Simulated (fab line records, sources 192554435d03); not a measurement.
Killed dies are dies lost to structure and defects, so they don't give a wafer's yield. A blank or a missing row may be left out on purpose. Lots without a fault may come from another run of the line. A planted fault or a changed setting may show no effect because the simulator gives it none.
Split-lot experiment | flow n5_finfet | 7 lots, 39 wafers read, on a route of 1938 steps

THE SPLIT
At N5_BEOL_M15_ILD_DEP_00 (deposits SiO2 from TEOS/O2, target thk 1629.3 nm, time 346.1 s), the setting target_thk_a was moved away from the recipe's 16293 angstrom on 18 of the 39 wafers read, by -59.5% to +46.0%. The other wafers ran this setting at the recipe's value.

FROM THE SPLIT TO THE READING: what the file shows between them, 10 steps
- N5_BEOL_M15_THK_MEAS_01
- N5_BEOL_M15_COAT_58: time 60 s, resist thk 89 nm
- N5_BEOL_M15_COAT_04: resist thk 800 nm
- N5_BEOL_M15_DESCUM_15: chemistry O2, time 7.9 s
- N5_BEOL_M15_ETCH_59: etches BARC in N2/H2, target depth 89 nm, overetch 26.7 nm, time 67.9 s
- N5_BEOL_M15_VIA_ETCH_16: etches SiO2 in C4F8/O2/Ar, target depth 1792.2 nm
- N5_BEOL_M15_STRIP_63: strips in O2
- N5_BEOL_M15_STRIP_64: strips in O2
- N5_BEOL_M15_STRIP_65: strips in post etch residue remover, time 60 s
- N5_BEOL_M15_SRD_66: time 30 s, dry time 30 s

THE READING
cd_nm, in nm, at N5_BEOL_M15_CD_MEAS_17 (target cd 360 nm). Fault-free wafers of this fab line usually give 359.4 nm, standard deviation 3 nm.

wafer  | tool, chamber at the split | target_thk_a as run, angstrom | against the recipe | cd_nm, nm | against lot-mates on the recipe
L074.1 | pecvd-02, 2                | 18940                         | +16.2%             | 367.3     | +9.9
L074.2 | pecvd-02, 0                | 18940                         | +16.2%             | 362.2     | +4.8
L074.3 | pecvd-02, 1                | 18940                         | +16.2%             | 363.4     | +6.0
L074.4 | pecvd-02, 2                | 16293                         | recipe             | 356.5     | -
L074.5 | pecvd-02, 1                | 16293                         | recipe             | 360.6     | -
L074.6 | pecvd-02, 0                | 16293                         | recipe             | 355.1     | -
L075.1 | pecvd-03, 0                | 23780                         | +46.0%             | 367.7     | +6.8
L075.2 | pecvd-03, 2                | 16293                         | recipe             | 357.7     | -
L075.3 | pecvd-03, 0                | 16293                         | recipe             | 364.4     | -
L075.4 | pecvd-03, 2                | 23780                         | +46.0%             | 370.4     | +9.5
L075.5 | pecvd-03, 2                | 16293                         | recipe             | 360.5     | -
L075.6 | pecvd-03, 0                | 23780                         | +46.0%             | 369.8     | +8.9
L078.1 | pecvd-02, 1                | 16293                         | recipe             | 358.0     | -
L078.2 | pecvd-02, 2                | 22450                         | +37.8%             | 361.6     | +1.8
L078.3 | pecvd-02, 0                | 16293                         | recipe             | 360.4     | -
L078.4 | pecvd-02, 1                | 22450                         | +37.8%             | 368.3     | +8.5
L078.5 | pecvd-02, 2                | 22450                         | +37.8%             | 369.1     | +9.3
L078.6 | pecvd-02, 0                | 16293                         | recipe             | 361.0     | -
L081.1 | pecvd-04, 2                | 7453                          | -54.3%             | 354.6     | -5.4
L081.2 | pecvd-04, 1                | 7453                          | -54.3%             | 350.6     | -9.4
L081.3 | pecvd-04, 0                | 7453                          | -54.3%             | 352.2     | -7.8
L081.4 | pecvd-04, 2                | 16293                         | recipe             | 361.0     | -
L081.5 | pecvd-04, 1                | 16293                         | recipe             | 356.8     | -
L081.6 | pecvd-04, 0                | 16293                         | recipe             | 362.1     | -
L080.1 | pecvd-03, 1                | 16293                         | recipe             | 362.0     | -
L080.2 | pecvd-03, 2                | 6600                          | -59.5%             | 348.6     | -11.4
L080.3 | pecvd-03, 0                | 16293                         | recipe             | 359.1     | -
L080.4 | pecvd-03, 2                | 6600                          | -59.5%             | 349.5     | -10.5
L080.5 | pecvd-03, 1                | 6600                          | -59.5%             | 352.3     | -7.7
L080.6 | pecvd-03, 0                | 16293                         | recipe             | 358.9     | -
L086.1 | pecvd-04, 2                | 16293                         | recipe             | 362.3     | -
L086.2 | pecvd-04, 1                | 6619                          | -59.4%             | 346.1     | -15.1
L086.3 | pecvd-04, 0                | 16293                         | recipe             | 360.8     | -
L086.4 | pecvd-04, 1                | 6619                          | -59.4%             | 352.9     | -8.3
L086.5 | pecvd-04, 0                | 6619                          | -59.4%             | 352.8     | -8.4
L086.6 | pecvd-04, 2                | 16293                         | recipe             | 360.4     | -
L091.1 | pecvd-02, 1                | 16293                         | recipe             | 361.8     | -
L091.4 | pecvd-02, 0                | 16293                         | recipe             | 363.9     | -
L091.6 | pecvd-02, 2                | 16293                         | recipe             | 364.5     | -

THE FIT
A straight line over all 39 wafers: cd_nm changes by +0.169 nm for each +1% of target_thk_a; r = +0.91; the points scatter about the line by 2.5 nm.
The same after taking each lot's own level away (the mean of its wafers on the recipe; 39 wafers): +0.174 nm for each +1%; r = +0.92; scatter 2.5 nm.
On that fit, the largest move of target_thk_a shifts the reading by 10 nm.
The lots' own levels span 357.40 to 363.40 nm, that is 2.0 times the standard deviation above.
So the lot-to-lot level changes the slope little: the two slopes agree.
Check: with one of the wafers moved furthest among these (-59.5%) left out of the fit, the line predicts -9.68 nm for it against its lot-mates. It came out at -11.4 nm against them.

OTHER SPLITS ON THESE WAFERS
These wafers also went through other splits before the reading. Each is held against what the fit with the lots' levels taken away leaves over:
other split on the same wafers            | wafers away from the commonest value | r with cd_nm (lot level and that fit taken away)
N5_BEOL_M10_TRENCH_ETCH_37 target_depth_a | 15                                   | +0.05

THE WHOLE CHAIN: every reading that the file lists as answering this split, in the file's order
step                    | what it does                                                   | reading                                                                             | change (the file's fit)               | r (the file's)
N5_BEOL_M15_ILD_DEP_00  | deposits SiO2 from TEOS/O2, target thk 1629.3 nm, time 346.1 s | SiO2_of_BEOL_M15_ILD_DEP_00.thk_nm (the simulator's own value, which no gauge read) | +16.5 nm for each +1% of the setting  | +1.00
N5_BEOL_M15_THK_MEAS_01 |                                                                | M15_ILD_THK                                                                         | +16.5 for each +1% of the setting     | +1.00
N5_BEOL_M15_VIA_ETCH_16 | etches SiO2 in C4F8/O2/Ar, target depth 1792.2 nm              | etch.depth_nm (the simulator's own value, which no gauge read)                      | +16.5 nm for each +1% of the setting  | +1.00
N5_BEOL_M15_VIA_ETCH_16 | etches SiO2 in C4F8/O2/Ar, target depth 1792.2 nm              | coat_of_BEOL_M15_COAT_04.thk_nm (the simulator's own value, which no gauge read)    | -3.85 nm for each +1% of the setting  | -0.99
N5_BEOL_M15_CD_MEAS_17  | target cd 360 nm                                               | cd_nm                                                                               | +0.171 nm for each +1% of the setting | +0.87

THE FILE'S OWN FIT
cd_nm changes by +0.171 nm for each +1% of target_thk_a, r = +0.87.
